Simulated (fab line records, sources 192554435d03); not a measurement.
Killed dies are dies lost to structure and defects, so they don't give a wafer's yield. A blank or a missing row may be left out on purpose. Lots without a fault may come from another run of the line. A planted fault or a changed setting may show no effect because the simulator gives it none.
Split-lot experiment | flow n5_finfet | 7 lots, 21 wafers read, on a route of 1938 steps

THE SPLIT
At N5_BEOL_M2_ILD_DEP_00 (deposits SiOC from DEMS/O2, target thk 79 nm, time 15.3 s), the setting time_s was moved away from the recipe's 15.3 s on 5 of the 21 wafers read, by -3.9% to +12.7%. The other wafers ran this setting at the recipe's value.

The file shows no step between the split and the reading.

THE READING
M2_ILD_THK, in nm, at N5_BEOL_M2_THK_MEAS_01. Fault-free wafers of this fab line usually give 79.1 nm, standard deviation 1.2 nm.

wafer  | tool, chamber at the split | time_s as run, s | against the recipe | M2_ILD_THK, nm | against lot-mates on the recipe
L075.1 | pecvd-04, 1                | 15.3             | recipe             | 78.0           | -
L075.3 | pecvd-04, 0                | 15.3             | recipe             | 78.9           | -
L075.6 | pecvd-04, 0                | 15.3             | recipe             | 79.1           | -
L079.2 | pecvd-04, 2                | 15.3             | recipe             | 78.0           | -
L079.3 | pecvd-04, 0                | 17.25            | +12.7%             | 89.1           | +10.1
L079.5 | pecvd-04, 2                | 15.3             | recipe             | 80.0           | -
L082.1 | pecvd-01, 2                | 15.3             | recipe             | 78.2           | -
L082.2 | pecvd-01, 0                | 15.3             | recipe             | 78.8           | -
L082.5 | pecvd-01, 2                | 15.3             | recipe             | 79.0           | -
L083.2 | pecvd-02, 0                | 15.3             | recipe             | 78.6           | -
L083.3 | pecvd-02, 2                | 16.19            | +5.8%              | 82.2           | +3.6
L083.4 | pecvd-02, 1                | 16.19            | +5.8%              | 84.3           | +5.7
L086.2 | pecvd-01, 2                | 15.3             | recipe             | 78.4           | -
L086.5 | pecvd-01, 2                | 15.3             | recipe             | 79.7           | -
L086.6 | pecvd-01, 1                | 15.3             | recipe             | 80.4           | -
L092.2 | pecvd-04, 0                | 14.71            | -3.9%              | 76.8           | -4.2
L092.5 | pecvd-04, 2                | 14.71            | -3.9%              | 75.7           | -5.3
L092.6 | pecvd-04, 0                | 15.3             | recipe             | 81.0           | -
L097.2 | pecvd-01, 1                | 15.3             | recipe             | 77.7           | -
L097.4 | pecvd-01, 1                | 15.3             | recipe             | 79.0           | -
L097.5 | pecvd-01, 2                | 15.3             | recipe             | 80.0           | -

THE FIT
A straight line over all 21 wafers: M2_ILD_THK changes by +0.764 nm for each +1% of time_s; r = +0.95; the points scatter about the line by 0.93 nm.
The same after taking each lot's own level away (the mean of its wafers on the recipe; 21 wafers): +0.858 nm for each +1%; r = +0.96; scatter 0.88 nm.
On that fit, the largest move of time_s shifts the reading by 11 nm.
The lots' own levels span 78.60 to 81.00 nm, that is 2.0 times the standard deviation above.
So the lot-to-lot level changes the slope: the two fits differ.
Check: with one of the wafers moved furthest among these (+12.7%) left out of the fit, the line predicts +11.8 nm for it against its lot-mates. It came out at +10.1 nm against them.

THE WHOLE CHAIN: every reading that the file lists as answering this split, in the file's order
step                   | what it does                                              | reading                                                                            | change (the file's fit)               | r (the file's)
N5_BEOL_M2_ILD_DEP_00  | deposits SiOC from DEMS/O2, target thk 79 nm, time 15.3 s | SiOC_of_BEOL_M2_ILD_DEP_00.thk_nm (the simulator's own value, which no gauge read) | +0.826 nm for each +1% of the setting | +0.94
N5_BEOL_M2_THK_MEAS_01 |                                                           | M2_ILD_THK                                                                         | +0.82 for each +1% of the setting     | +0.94

THE FILE'S OWN FIT
M2_ILD_THK changes by +0.82 nm for each +1% of time_s, r = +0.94.
